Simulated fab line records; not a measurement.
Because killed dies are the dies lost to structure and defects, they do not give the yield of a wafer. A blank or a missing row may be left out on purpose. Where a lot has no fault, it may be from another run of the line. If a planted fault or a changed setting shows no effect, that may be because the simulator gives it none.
Lot-split experiment / flow n5 finfet / 7 lots, 21 wafers read, on a route of 1938 steps

SPLIT DETAILS
At N5_HKMG_FIN_COAT_66 (time 60 s, resist thk 300 nm), the setting spin rpm was moved away from the recipe's 1500 rpm on 6 of the 21 wafers read, by -10.4% to +11.1%. All remaining wafers had this setting at the recipe value.

The split's own step is where the reading is taken.

THE READING
SOC_of_HKMG_FIN_COAT_66.thk nm (the simulator's own value, which no gauge read), in nm, at N5_HKMG_FIN_COAT_66 (time 60 s, resist thk 300 nm). No usual value for it is given in the file. Average 300.9 nm, standard deviation 0.86 nm, over the 15 wafers here run with the recipe.

wafer=L075.1; tool, chamber at the split=litho track-05, 0; spin rpm as run, rpm=1500; against the recipe=recipe; SOC_of_HKMG_FIN_COAT_66.thk nm, nm=299.2; against lot-mates on the recipe=-
wafer=L075.3; tool, chamber at the split=litho track-05, 0; spin rpm as run, rpm=1500; against the recipe=recipe; SOC_of_HKMG_FIN_COAT_66.thk nm, nm=299; against lot-mates on the recipe=-
wafer=L075.4; tool, chamber at the split=litho track-05, 0; spin rpm as run, rpm=1613; against the recipe=+7.5%; SOC_of_HKMG_FIN_COAT_66.thk nm, nm=288.6; against lot-mates on the recipe=-10.5
wafer=L081.1; tool, chamber at the split=litho track-03, 0; spin rpm as run, rpm=1500; against the recipe=recipe; SOC_of_HKMG_FIN_COAT_66.thk nm, nm=300.2; against lot-mates on the recipe=-
wafer=L081.2; tool, chamber at the split=litho track-03, 0; spin rpm as run, rpm=1500; against the recipe=recipe; SOC_of_HKMG_FIN_COAT_66.thk nm, nm=300.8; against lot-mates on the recipe=-
wafer=L081.6; tool, chamber at the split=litho track-03, 0; spin rpm as run, rpm=1411; against the recipe=-5.9%; SOC_of_HKMG_FIN_COAT_66.thk nm, nm=309; against lot-mates on the recipe=+8.5
wafer=L086.3; tool, chamber at the split=litho track-02, 0; spin rpm as run, rpm=1344; against the recipe=-10.4%; SOC_of_HKMG_FIN_COAT_66.thk nm, nm=317.4; against lot-mates on the recipe=+17.2
wafer=L086.5; tool, chamber at the split=litho track-02, 0; spin rpm as run, rpm=1344; against the recipe=-10.4%; SOC_of_HKMG_FIN_COAT_66.thk nm, nm=318; against lot-mates on the recipe=+17.8
wafer=L086.6; tool, chamber at the split=litho track-02, 0; spin rpm as run, rpm=1500; against the recipe=recipe; SOC_of_HKMG_FIN_COAT_66.thk nm, nm=300.2; against lot-mates on the recipe=-
wafer=L090.1; tool, chamber at the split=litho track-03, 0; spin rpm as run, rpm=1666; against the recipe=+11.1%; SOC_of_HKMG_FIN_COAT_66.thk nm, nm=285.6; against lot-mates on the recipe=-15.4
wafer=L090.3; tool, chamber at the split=litho track-03, 0; spin rpm as run, rpm=1666; against the recipe=+11.1%; SOC_of_HKMG_FIN_COAT_66.thk nm, nm=285.4; against lot-mates on the recipe=-15.6
wafer=L090.6; tool, chamber at the split=litho track-03, 0; spin rpm as run, rpm=1500; against the recipe=recipe; SOC_of_HKMG_FIN_COAT_66.thk nm, nm=301; against lot-mates on the recipe=-
wafer=L094.1; tool, chamber at the split=litho track-02, 0; spin rpm as run, rpm=1500; against the recipe=recipe; SOC_of_HKMG_FIN_COAT_66.thk nm, nm=301; against lot-mates on the recipe=-
wafer=L094.3; tool, chamber at the split=litho track-02, 0; spin rpm as run, rpm=1500; against the recipe=recipe; SOC_of_HKMG_FIN_COAT_66.thk nm, nm=301.8; against lot-mates on the recipe=-
wafer=L094.5; tool, chamber at the split=litho track-02, 0; spin rpm as run, rpm=1500; against the recipe=recipe; SOC_of_HKMG_FIN_COAT_66.thk nm, nm=301.6; against lot-mates on the recipe=-
wafer=L095.1; tool, chamber at the split=litho track-03, 0; spin rpm as run, rpm=1500; against the recipe=recipe; SOC_of_HKMG_FIN_COAT_66.thk nm, nm=301.8; against lot-mates on the recipe=-
wafer=L095.2; tool, chamber at the split=litho track-03, 0; spin rpm as run, rpm=1500; against the recipe=recipe; SOC_of_HKMG_FIN_COAT_66.thk nm, nm=301.4; against lot-mates on the recipe=-
wafer=L095.4; tool, chamber at the split=litho track-03, 0; spin rpm as run, rpm=1500; against the recipe=recipe; SOC_of_HKMG_FIN_COAT_66.thk nm, nm=301.6; against lot-mates on the recipe=-
wafer=L097.3; tool, chamber at the split=litho track-03, 0; spin rpm as run, rpm=1500; against the recipe=recipe; SOC_of_HKMG_FIN_COAT_66.thk nm, nm=301.8; against lot-mates on the recipe=-
wafer=L097.4; tool, chamber at the split=litho track-03, 0; spin rpm as run, rpm=1500; against the recipe=recipe; SOC_of_HKMG_FIN_COAT_66.thk nm, nm=301; against lot-mates on the recipe=-
wafer=L097.6; tool, chamber at the split=litho track-03, 0; spin rpm as run, rpm=1500; against the recipe=recipe; SOC_of_HKMG_FIN_COAT_66.thk nm, nm=301; against lot-mates on the recipe=-

THE FIT
A straight line over all 21 wafers: SOC_of_HKMG_FIN_COAT_66.thk nm changes by -1.5 nm for each +1% of spin rpm; r = -0.99; the points scatter about the line by 0.98 nm.
The same after taking each lot's own level away (the mean of its wafers on the recipe; 21 wafers): -1.51 nm for each +1%; r = -1.00; scatter 0.71 nm.
Per that fit: largest spin rpm move, reading shift of 17 nm.
The span of the lots' own levels, 299.10 to 301.60 nm, comes to 2.9 times the standard deviation stated above.
Hence the lot-to-lot level has little effect on the slope; both slopes agree.
Check: for one of the wafers moved furthest among these (+11.1%), held out of the fit, the line's prediction against its lot-mates is -16.8 nm. Against them it came out at -15.4 nm.

OTHER SPLITS APPLIED TO THESE WAFERS
Other splits were also applied to these wafers ahead of the reading. Each is held against what the fit with the lots' levels taken away leaves over:
other split on the same wafers=N5_HKMG_FIN_ETCH_35 time s; wafers away from the commonest value=5; r with SOC_of_HKMG_FIN_COAT_66.thk nm (lot level and that fit taken away)=-0.02

THE FILE'S OWN FIT
SOC_of_HKMG_FIN_COAT_66.thk nm changes by -1.5 nm for each +1% of spin rpm, r = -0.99.
